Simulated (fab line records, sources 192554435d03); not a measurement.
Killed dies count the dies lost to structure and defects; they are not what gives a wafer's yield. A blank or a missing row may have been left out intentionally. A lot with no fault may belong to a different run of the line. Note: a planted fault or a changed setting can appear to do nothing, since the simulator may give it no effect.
Struck lot and sound lot, side by side    flow n5-finfet    36 out of 1938 route steps
Sound: the wafers L478.1, L478.2, L478.3. The struck wafers were L491.3, L491.4, L491.5. The cause is named last.
Per side, at each step with rows, come the tool, then ch with its chambers, and then its first start. Under that, the readings that differ: sound wafers    struck wafers    difference of the means    sigmas: that difference in standard deviations of wafers without a fault.
alike: same words and numbers on both sides, and readings whose means sit less than 2 such deviations apart. not compared: any withheld reading, any reading some wafer has no value for, any bound like >300 that may hide the same value, and any number with overlapping values for which the record gives no deviation.
The two part at a step that has a row with sigmas, a row that says differs or no value, or rows on one side only. When numbers do not overlap yet have no deviation, they are printed without sigmas and do not part them. Lack of a reading on every wafer of one side parts them only where that side has two or more wafers.

first, 9 steps without rows for these wafers: N5_BEOL_M5_ANNEAL_89 (time 1800 s); N5_BEOL_M5_SPUTTER_90 (material Cu, target thk 4.5 nm, time 8.29 s); N5_BEOL_M5_ECD_50 (material Cu, target thk 300 nm); N5_BEOL_M5_ANNEAL_51 (time 90 s); N5_BEOL_M5_CMP_52 (polishes, stops on SiCOH lowk, t overpolish 6.9 s, target thk 62 nm); N5_BEOL_M5_PRE_CLEAN_77 (time 15 s); N5_BEOL_M5_CO_CAP_78 (material Co, precursor CCTBA/H2, target thk 2 nm, time 102.1 s); N5_BEOL_M5_PRE_CLEAN_55 (time 15 s); N5_BEOL_M5_DEP_56 (deposits SiCN from 3MS/NH3, target thk 8 nm, time 14 s).
N5_BEOL_M6_ILD_DEP_00: deposits SiCOH lowk from DEMS/porogen, target thk 179.75 nm, time 33.4 s.
  sound on pecvd-01 ch 0,1,2, day 9 14:53; struck on pecvd-01 ch 1,2, day 12 11:03
reading                                             sound            struck             difference  sigmas
model.SiCOH_lowk_of_BEOL_M6_ILD_DEP_00.thk-nm (nm)  178.2 180 180.6  141.2 144.8 144.4  -36.1       
  alike: heater-power-w, showerhead-plenum-p-Torr, throttle-valve-pct
then, 1 step without rows for these wafers: N5_BEOL_M6_CURE_74 (cures SiCOH lowk, time 240 s).
N5_BEOL_M6_THK_MEAS_01:
  sound on film-metro-01 at day 9 15:28; struck on film-metro-01 at day 12 12:07
reading          sound              struck             difference  sigmas
M6_ILD_THK (nm)  153.9 155.4 155.7  121.5 124.5 124.3  -31.6       -16
then, 23 steps without rows for these wafers: N5_BEOL_M6_PECVD_70 (deposits SiO2 from TEOS/O2, target thk 20 nm, time 22.7 s); N5_BEOL_M6_HM_DEP_02 (deposits TiN, target thk 20 nm); N5_BEOL_M6_COAT_59 (time 60 s, resist thk 100 nm); N5_BEOL_M6_COAT_60 (time 60 s, resist thk 35 nm); N5_BEOL_M6_COAT_05 (resist thk 90 nm); N5_BEOL_M6_EBR_07; N5_BEOL_M6_SOFTBAKE_06 (time 60 s); N5_BEOL_M6_EXPOSE_08 (exposes mask M6); N5_BEOL_M6_PEB_09 (peb time 60 s); N5_BEOL_M6_DEVELOP_10 (develop time 30 s); N5_BEOL_M6_DESCUM_16 (chemistry O2, time 7.9 s); N5_BEOL_M6_ETCH_61 (etches SiARC in CF4, target depth 45.5 nm, time 75.8 s); N5_BEOL_M6_ETCH_62 (etches SOC in N2/H2, target depth 110 nm, overetch 22 nm, time 165 s); N5_BEOL_M6_STRIP_68 (strips in N2/H2); N5_BEOL_M6_STRIP_67 (strips in CF4); N5_BEOL_M6_HM_OPEN_17 (chemistry Cl2/BCl3, target TiN, target depth 20 nm, overetch 6 nm); N5_BEOL_M6_STRIP_19 (strips in O2); N5_BEOL_M6_COAT_63 (time 60 s, resist thk 60 nm); N5_BEOL_M6_COAT_64 (time 60 s, resist thk 12 nm); N5_BEOL_M6_COAT_71 (time 60 s, resist thk 5 nm); N5_BEOL_M6_COAT_22 (resist thk 30 nm); N5_BEOL_M6_EBR_24; N5_BEOL_M6_SOFTBAKE_23 (time 60 s).
N5_BEOL_M6_CMP_52: polishes, stops on SiCOH lowk, t overpolish 6.9 s, target thk 80 nm.
  sound on cmp-03 ch 0,1,3, day 9 21:26; struck on cmp-04 ch 1,2,3, day 12 18:57
reading                                             sound              struck             difference  sigmas
model.SiCOH_lowk_of_BEOL_M6_ILD_DEP_00.thk-nm (nm)  150.8 152.4 152.8  118.6 121.6 121.2  -31.5       
  alike: head-pressure-psi, motor-current-A

## WHERE THEY PART
Within this record, at N5_BEOL_M6_THK_MEAS_01 only. Later steps at which nothing parts them and some readings are alike: N5_BEOL_M6_CMP_52.

WHY: what had been put in by the simulator
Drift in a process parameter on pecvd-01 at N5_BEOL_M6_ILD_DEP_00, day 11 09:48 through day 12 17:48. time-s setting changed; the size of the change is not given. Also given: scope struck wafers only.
